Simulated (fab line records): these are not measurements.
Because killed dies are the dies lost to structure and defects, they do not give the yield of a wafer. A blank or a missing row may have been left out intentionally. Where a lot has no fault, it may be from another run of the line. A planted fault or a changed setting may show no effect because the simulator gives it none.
Chamber matching ; flow n5-finfet ; N5_MOL_CONTACT_COAG_ALD_123 on ald-sin-02: 4 sister chambers
The step deposits SiNx, target thk 5 nm, pulse time 1 s, purge time 2 s. 8 wafers are shown with their chamber, then 10 later ones without.

## WAFERS PAIRED WITH THEIR CHAMBERS
wafer;chamber;heater-power-w (W);precursor-pulse-height-rel
L087.2;1;817;0.987
L090.2;0;741;1.009
L090.3;1;821;1.031
L092.1;3;937;1.036
L092.4;2;727;1.006
L092.5;3;978;0.945
L094.2;0;758;1.006
L094.3;2;708;0.981

## WAFERS MISSING THEIR CHAMBER
wafer;heater-power-w (W);precursor-pulse-height-rel
L094.6;981;1.027
L095.2;770;1.065
L095.4;940;1.008
L095.5;968;0.951
L097.2;694;1.036
L097.3;765;1.014
L097.5;971;1.008
L096.3;968;0.982
L096.4;716;0.976
L096.6;967;1.011

## EACH ONE'S CHAMBER
wafer;from the rows above;in truth
L094.6;3;3
L095.2;can't be placed: 0 or 1 or 2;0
L095.4;3;3
L095.5;3;3
L097.2;can't be placed: 2 or 0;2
L097.3;can't be placed: 0 or 2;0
L097.5;3;3
L096.3;3;3
L096.4;can't be placed: 2 or 0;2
L096.6;3;3
Correctly placed: 6 of 10. These rows do not allow placing 4 (true chamber among the candidates in 4). 0 placed wrongly.
How it was worked out, from the rows above alone: a wafer's distance from a chamber is the root of the sum, over the readings, of the square of ((its reading less the chamber's mean) divided by the reading's scatter). If the next closest chamber is less than 2 further off than the closest, the wafer can't be placed; otherwise it belongs to the closest. For every chamber, the mean is computed from those of its wafers that are shown. How the scatter is found: for the shown wafers, subtract from each reading the mean of its chamber, square and add these, divide the total by (wafers less chambers), then take the root.
